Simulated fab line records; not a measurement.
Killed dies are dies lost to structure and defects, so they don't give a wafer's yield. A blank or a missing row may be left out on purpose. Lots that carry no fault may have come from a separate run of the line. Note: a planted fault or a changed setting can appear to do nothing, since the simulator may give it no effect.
Split-lot study	flow n5 finfet	7 lots, 39 wafers read, on a route of 1938 steps

THE SPLIT ITSELF
At N5_BEOL_M2_DEP_57 (deposits SiCN from 3MS/NH3, target thk 8 nm, time 14 s), the setting target thk a was moved away from the recipe's 80 angstrom on 15 of the 39 wafers read, by -41.3% to +45.0%. The other wafers ran this setting at the recipe's value.

Reading taken at the split's own step.

THE READING
SiCN_of_BEOL_M2_DEP_57.thk nm (the simulator's own value, which no gauge read), in nm, at N5_BEOL_M2_DEP_57 (deposits SiCN from 3MS/NH3, target thk 8 nm, time 14 s). The file gives no usual value for it. Across the 24 wafers here that went through the recipe, the average is 7.9 nm and the standard deviation 0.18 nm.

wafer	tool, chamber at the split	target thk a as run, angstrom	against the recipe	SiCN_of_BEOL_M2_DEP_57.thk nm, nm	against lot-mates on the recipe
L076.1	pecvd-03, 0	80	recipe	7.6	-
L076.2	pecvd-03, 1,2	102	+27.5%	10.2	+2.4
L076.6	pecvd-03, 1,2	102	+27.5%	10.2	+2.4
L076.3	pecvd-03, 2	80	recipe	7.8	-
L076.4	pecvd-03, 1	102	+27.5%	10.4	+2.6
L076.5	pecvd-03, 0	80	recipe	8	-
L078.1	pecvd-01, 2	80	recipe	7.6	-
L078.3	pecvd-01, 0	80	recipe	8	-
L078.6	pecvd-01, 1	80	recipe	7.8	-
L079.1	pecvd-01, 1	109	+36.3%	10.8	+2.9
L079.6	pecvd-01, 1	109	+36.3%	10.8	+2.9
L079.2	pecvd-01, 2	80	recipe	7.6	-
L079.3	pecvd-01, 0,2	80	recipe	8	-
L079.5	pecvd-01, 0,2	80	recipe	8	-
L079.4	pecvd-01, 0	109	+36.3%	11	+3.1
L087.1	pecvd-02, 0,2	80	recipe	7.6	-
L087.4	pecvd-02, 0,2	80	recipe	7.6	-
L087.2	pecvd-02, 2,1,1	80	recipe	7.8	-
L087.3	pecvd-02, 2,1,1	80	recipe	7.8	-
L087.5	pecvd-02, 2,1,1	80	recipe	7.8	-
L087.6	pecvd-02, 0	80	recipe	8	-
L090.1	pecvd-01, 1	116	+45.0%	11.6	+3.7
L090.2	pecvd-01, 2	80	recipe	7.8	-
L090.3	pecvd-01, 0,2	80	recipe	8	-
L090.6	pecvd-01, 0,2	80	recipe	8	-
L090.4	pecvd-01, 1,0	116	+45.0%	11.8	+3.9
L090.5	pecvd-01, 1,0	116	+45.0%	11.8	+3.9
L094.1	pecvd-01, 0,2	80	recipe	8	-
L094.4	pecvd-01, 0,2	80	recipe	8	-
L094.2	pecvd-01, 2	80	recipe	7.8	-
L094.3	pecvd-01, 1,0,1	114.4	+43.0%	11.6	+3.7
L094.5	pecvd-01, 1,0,1	114.4	+43.0%	11.6	+3.7
L094.6	pecvd-01, 1,0,1	114.4	+43.0%	11.6	+3.7
L097.1	pecvd-01, 1	46.97	-41.3%	4.8	-3.1
L097.6	pecvd-01, 1	46.97	-41.3%	4.8	-3.1
L097.2	pecvd-01, 2	80	recipe	7.6	-
L097.3	pecvd-01, 0	80	recipe	8	-
L097.4	pecvd-01, 2	46.97	-41.3%	4.6	-3.3
L097.5	pecvd-01, 0	80	recipe	8.2	-
Where a row lists several chambers, the file gives one row for several wafers and doesn't say which wafer went through which chamber.

THE FIT
A straight line over all 39 wafers: SiCN_of_BEOL_M2_DEP_57.thk nm changes by +0.0828 nm for each +1% of target thk a; r = +1.00; the points scatter about the line by 0.18 nm.
The same after taking each lot's own level away (the mean of its wafers on the recipe; 39 wafers): +0.0827 nm for each +1%; r = +1.00; scatter 0.16 nm.
The reading moves by 3.7 nm for the largest change in target thk a, on that fit.
Across the lots, their own levels run from 7.77 to 7.93 nm, a range of 0.9 times the standard deviation given above.
So the lot-to-lot level changes the slope little: the two slopes agree.
Check: +3.78 nm against its lot-mates is what the line predicts for one of the wafers moved furthest among these (+45.0%) when that wafer is left out of the fit. It came out at +3.67 nm against them.

THE OTHER SPLITS THESE WAFERS WENT THROUGH
Other splits were also applied to these wafers ahead of the reading. Each is held against what the fit with the lots' levels taken away leaves over:
other split on the same wafers	wafers away from the commonest value	r with SiCN_of_BEOL_M2_DEP_57.thk nm (lot level and that fit taken away)
N5_BEOL_M2_ILD_DEP_00 target thk a	9	-0.16

THE FILE'S OWN FIT
SiCN_of_BEOL_M2_DEP_57.thk nm changes by +0.0833 nm for each +1% of target thk a, r = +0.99.
